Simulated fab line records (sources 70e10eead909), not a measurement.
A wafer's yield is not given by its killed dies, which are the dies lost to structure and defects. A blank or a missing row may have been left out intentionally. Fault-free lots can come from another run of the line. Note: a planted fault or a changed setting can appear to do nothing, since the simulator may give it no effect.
Chamber matching :: flow nand harc :: 3 sister chambers for NHARC_A_SGD_CUT_DEP_00 on pecvd-03
The step deposits SiNx, target thk 50 nm. 6 wafers are shown with their chamber, then 8 later ones without.

## WAFERS, EACH WITH ITS CHAMBER
wafer: L080.6
chamber: 0
heater power w (W): 634
heater power outer w (W): 315

wafer: L085.2
chamber: 1
heater power w (W): 624
heater power outer w (W): 343

wafer: L087.2
chamber: 1
heater power w (W): 658
heater power outer w (W): 374

wafer: L087.4
chamber: 2
heater power w (W): 739
heater power outer w (W): 395

wafer: L087.5
chamber: 0
heater power w (W): 704
heater power outer w (W): 360

wafer: L092.2
chamber: 2
heater power w (W): 702
heater power outer w (W): 364

## WAFERS WITHOUT THEIR CHAMBER
wafer: L092.5
heater power w (W): 775
heater power outer w (W): 406

wafer: L092.6
heater power w (W): 680
heater power outer w (W): 374

wafer: L091.4
heater power w (W): 752
heater power outer w (W): 409

wafer: L091.5
heater power w (W): 602
heater power outer w (W): 324

wafer: L091.6
heater power w (W): 742
heater power outer w (W): 393

wafer: L094.2
heater power w (W): 651
heater power outer w (W): 332

wafer: L094.3
heater power w (W): 764
heater power outer w (W): 404

wafer: L094.4
heater power w (W): 710
heater power outer w (W): 387

## WHICH CHAMBER EACH ONE RAN IN
wafer: L092.5
from the rows above: 2
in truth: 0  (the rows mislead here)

wafer: L092.6
from the rows above: can't be placed: 2 or 1 or 0
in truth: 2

wafer: L091.4
from the rows above: 2
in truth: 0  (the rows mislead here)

wafer: L091.5
from the rows above: can't be placed: 1 or 0
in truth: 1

wafer: L091.6
from the rows above: 2
in truth: 2

wafer: L094.2
from the rows above: can't be placed: 0 or 1
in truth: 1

wafer: L094.3
from the rows above: 2
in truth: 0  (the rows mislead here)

wafer: L094.4
from the rows above: can't be placed: 2 or 1 or 0
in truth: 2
Correctly placed: 1 of 8. Unplaceable from these rows: 4, with the true chamber sitting among the candidates in 4. Placed wrongly: 3.
How it was worked out, from the rows above alone: a wafer's distance from a chamber is the root of the sum, over the readings, of the square of ((its reading less the chamber's mean) divided by the reading's scatter). The wafer belongs to the nearest chamber; if the next one is less than 2 further off, it can't be placed. A chamber's mean is the mean of its shown wafers. The scatter is the square root of a quotient: the sum, over the shown wafers, of each reading's squared deviation from its chamber's mean, divided by wafers minus chambers.
